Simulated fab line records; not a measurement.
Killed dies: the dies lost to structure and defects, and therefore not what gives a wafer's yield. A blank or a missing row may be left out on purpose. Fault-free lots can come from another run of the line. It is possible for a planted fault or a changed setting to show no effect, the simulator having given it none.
Which tool was responsible? | flow nand harc | 36 wafers from 12 lots sampled at 5 of the route's 1302 steps

WHAT THE GAUGES READ, wafer by wafer
NHARC_END_SORT_01.
lot  | measured     | on        | defect limited yield (%) | killed at array | killed at other | killed at periphery | killed dies | killed open | killed short
L430 | day 25 04:04 | prober-02 | 87 87 90                 | 82 81 59        | 0 0 0           | 3 8 8               | 85 89 67    | 5 2 2       | 2 3 2
L436 | day 27 09:34 | prober-01 | 90 90 92                 | 68 59 48        | 1 6 1           | 0 2 3               | 69 67 52    | 3 2 4       | 4 3 1
L439 | day 28 09:38 | prober-01 | 90                       | 62              | 0               | 3                   | 65          | 4           | 4
L441 | day 29 05:33 | prober-01 | 86                       | 88              | 0               | 7                   | 95          | 3           | 4
L444 | day 31 01:58 | prober-02 | 75 84 80                 | 113 105 70      | 58 0 67         | 1 2 1               | 172 107 138 | 3 4 4       | 1 4 0
L445 | day 31 01:58 | prober-01 | 92 84 84                 | 53 44 42        | 1 66 63         | 1 1 3               | 55 111 108  | 3 2 1       | 2 5 3

WHICH TOOL RAN EACH LOT (tool, then ch and the chambers of the sampled wafers, then the start)
lot  | NHARC_A_BONDPAD_ANNEAL_28        | NHARC_THIN_TSV_DEP_43           | NHARC_THIN_TSV_ETCHBACK_48         | NHARC_THIN_TSV_ETCH_59
L428 | rtp anneal-01 ch 0, day 22 03:28 | pecvd-04 ch 0,1,2, day 22 16:36 | rie diel-05 ch 0,1,3, day 22 19:43 | rie metal-01 ch 0,1, day 22 23:40
L429 | rtp anneal-02 ch 0, day 23 07:23 | pecvd-02 ch 0,1, day 23 19:58   | rie diel-03 ch 1,2,3, day 23 23:03 | rie metal-01 ch 0,1, day 24 02:59
L431 | rtp anneal-01 ch 0, day 23 23:01 | pecvd-02 ch 0,1,2, day 24 11:19 | rie diel-12 ch 2,3, day 24 14:19   | rie metal-03 ch 0,1, day 24 18:21
L430 | rtp anneal-02 ch 0, day 23 23:54 | pecvd-01 ch 0,2, day 24 12:25   | rie diel-12 ch 0,2,3, day 24 15:38 | rie metal-01 ch 0,1, day 24 19:33
L433 | rtp anneal-01 ch 0, day 25 05:41 | pecvd-01 ch 0,1,2, day 25 18:13 | rie diel-12 ch 0,3, day 25 21:24   | rie metal-03 ch 0,1, day 26 01:35
L435 | rtp anneal-02 ch 0, day 25 20:55 | pecvd-02 ch 0,1,2, day 26 09:09 | rie diel-05 ch 0,1,2, day 26 12:06 | rie metal-01 ch 0,1, day 26 15:56
L436 | rtp anneal-01 ch 0, day 26 00:42 | pecvd-02 ch 0,2, day 26 13:36   | rie diel-12 ch 0,2,3, day 26 16:38 | rie metal-03 ch 0,1, day 26 20:35
L439 | rtp anneal-02 ch 0, day 27 01:32 | pecvd-01 ch 0,2, day 27 13:59   | rie diel-12 ch 0,1,2, day 27 17:00 | rie metal-01 ch 0,1, day 27 21:00
L441 | rtp anneal-01 ch 0, day 28 00:04 | pecvd-02 ch 1,2, day 28 13:49   | rie diel-12 ch 0,1,3, day 28 16:53 | rie metal-01 ch 0,1, day 28 20:51
L444 | rtp anneal-02 ch 0, day 29 19:13 | pecvd-02 ch 0,2, day 30 09:27   | rie diel-03 ch 0,1,3, day 30 12:29 | rie metal-02 ch 0,1, day 30 16:31
L445 | rtp anneal-02 ch 0, day 29 19:48 | pecvd-02 ch 1,2, day 30 10:37   | rie diel-05 ch 0,1,2, day 30 13:52 | rie metal-03 ch 0,1, day 30 17:54
L451 | rtp anneal-01 ch 0, day 32 05:29 | pecvd-04 ch 0,2, day 32 20:20   | rie diel-03 ch 0,1,2, day 32 23:34 | rie metal-03 ch 0,1, day 33 03:35
- NHARC_A_BONDPAD_ANNEAL_28: time 90 s.
- NHARC_THIN_TSV_DEP_43: deposits SiO2, target thk 1328.5 nm.
- NHARC_THIN_TSV_ETCHBACK_48: etches the open film in C4F8/Ar, target depth 1028.5 nm, time 405.17 s.
- NHARC_THIN_TSV_ETCH_59: etches the open film in Cl2/BCl3, target depth 880 nm, time 138.1 s.

AS READ BY THE TOOLS THEMSELVES (means over the sampled wafers that have a number; for cases with no such wafer, the mark the record gives instead)
NHARC_A_BONDPAD_ANNEAL_28.
lot  | tool          | wafer_temp_C_max
L428 | rtp anneal-01 | 225.99
L429 | rtp anneal-02 | 226.52
L431 | rtp anneal-01 | 225.95
L430 | rtp anneal-02 | 226.36
L433 | rtp anneal-01 | 226.00
L435 | rtp anneal-02 | 226.22
L436 | rtp anneal-01 | 225.85
L439 | rtp anneal-02 | 226.08
L441 | rtp anneal-01 | 225.91
L444 | rtp anneal-02 | 225.79
L445 | rtp anneal-02 | 226.31
L451 | rtp anneal-01 | 226.00

NHARC_THIN_TSV_DEP_43.
lot  | tool     | mfc precursor sccm (sccm) | rf fwd power W (W) | throttle valve pct (%)
L428 | pecvd-04 | 161.4                     | 897.2              | 15.8
L429 | pecvd-02 | 161.8                     | 895.2              | 15.5
L431 | pecvd-02 | 161.9                     | 897.3              | 15.9
L430 | pecvd-01 | 161.4                     | 897.7              | 15.8
L433 | pecvd-01 | 161.7                     | 897.1              | 16.5
L435 | pecvd-02 | 161.8                     | 895.9              | 15.6
L436 | pecvd-02 | 161.5                     | 897.9              | 16.2
L439 | pecvd-01 | 161.7                     | 894.8              | 16.1
L441 | pecvd-02 | 161.7                     | 897.5              | 16.2
L444 | pecvd-02 | 161.1                     | 899.0              | 16.3
L445 | pecvd-02 | 161.2                     | 899.8              | 16.2
L451 | pecvd-04 | 161.4                     | 899.9              | 17.0

NHARC_THIN_TSV_ETCHBACK_48.
lot  | tool        | bias w (W) | oes product au (a.u.) | rf fwd power W (W) | rf vpp V (V)
L428 | rie diel-05 | 299.8      | 0.923                 | 599.6              | 548.9
L429 | rie diel-03 | 299.9      | 0.996                 | 599.7              | 548.3
L431 | rie diel-12 | 301.0      | 0.928                 | 599.5              | 545.1
L430 | rie diel-12 | 299.2      | 0.920                 | 599.5              | 545.7
L433 | rie diel-12 | 301.6      | 0.925                 | 598.2              | 546.9
L435 | rie diel-05 | 299.9      | 0.993                 | 595.0              | 547.3
L436 | rie diel-12 | 300.6      | 0.931                 | 598.5              | 545.8
L439 | rie diel-12 | 300.3      | 0.977                 | 598.8              | 545.7
L441 | rie diel-12 | 300.1      | 0.923                 | 598.5              | 546.7
L444 | rie diel-03 | 299.8      | 0.927                 | 598.5              | 550.4
L445 | rie diel-05 | 299.7      | 0.916                 | 601.0              | 547.0
L451 | rie diel-03 | 299.7      | 0.935                 | 596.8              | 550.5

NHARC_THIN_TSV_ETCH_59.
lot  | tool         | bias w (W) | drypump motor current A (A) | oes product au (a.u.) | rf fwd power W (W) | throttle valve pct (%)
L428 | rie metal-01 | 99.97      | 6.0                         | 0.992                 | 896                | 22.262
L429 | rie metal-01 | 100.06     | 6.0                         | 0.989                 | 896                | 22.263
L431 | rie metal-03 | 100.14     | 5.5                         | 0.999                 | 897                | 22.273
L430 | rie metal-01 | 99.95      | 6.0                         | 0.995                 | 892                | 22.261
L433 | rie metal-03 | 100.17     | 5.7                         | 1.001                 | 893                | 22.255
L435 | rie metal-01 | 100.36     | 6.0                         | 1.000                 | 894                | 22.263
L436 | rie metal-03 | 99.98      | 5.7                         | 1.006                 | 892                | 22.261
L439 | rie metal-01 | 100.67     | 6.0                         | 1.008                 | 894                | 22.263
L441 | rie metal-01 | 100.17     | 6.0                         | 0.998                 | 896                | 22.268
L444 | rie metal-02 | 100.17     | 5.7                         | 1.010                 | 897                | 22.259
L445 | rie metal-03 | 100.33     | 5.5                         | 1.000                 | 894                | 22.267
L451 | rie metal-03 | 100.22     | 5.7                         | 1.003                 | 898                | 22.260

THE ANSWER, worked out from the rows above alone
Rule: the usual values come from the lots themselves. Put in order of their means at a reading, lots are off if they are a third of the lots or fewer, leave a main group of 4 or more, and stand apart from it by a gap of 3 or more times the standard deviation of the main group's means; of several such gaps the widest counts. The tables above print the reading to a certain number of digits; a main group whose means all agree to those digits is not used. Also off: a lot with no number at a reading for which 4 or more lots have one. All remaining lots with rows at the step are treated as sound. After the gauges, taken in route order, come the tools' own readings; for these a lot's mean is taken, as printed above. The first step at which some lot is off is used, and at that step the reading that is off furthest; a lot without a number counts as furthest.
Off: L444, L445, at NHARC_END_SORT_01 (killed at other). For the main group the mean is 1 and the standard deviation 1.2. Neither off nor sound, because the step has no rows for them: L428, L429, L431, L433, L435, L451.
A tool fits if, at a process step before that reading, it ran every lot that is off, and no sound lot after the first of them. The gauges at NHARC_END_SORT_01 are tried like those tools. This does not decide it: 2 tools fit, namely rtp anneal-02 at NHARC_A_BONDPAD_ANNEAL_28 and pecvd-02 at NHARC_THIN_TSV_DEP_43.

WHAT THE SIMULATOR PUT IN
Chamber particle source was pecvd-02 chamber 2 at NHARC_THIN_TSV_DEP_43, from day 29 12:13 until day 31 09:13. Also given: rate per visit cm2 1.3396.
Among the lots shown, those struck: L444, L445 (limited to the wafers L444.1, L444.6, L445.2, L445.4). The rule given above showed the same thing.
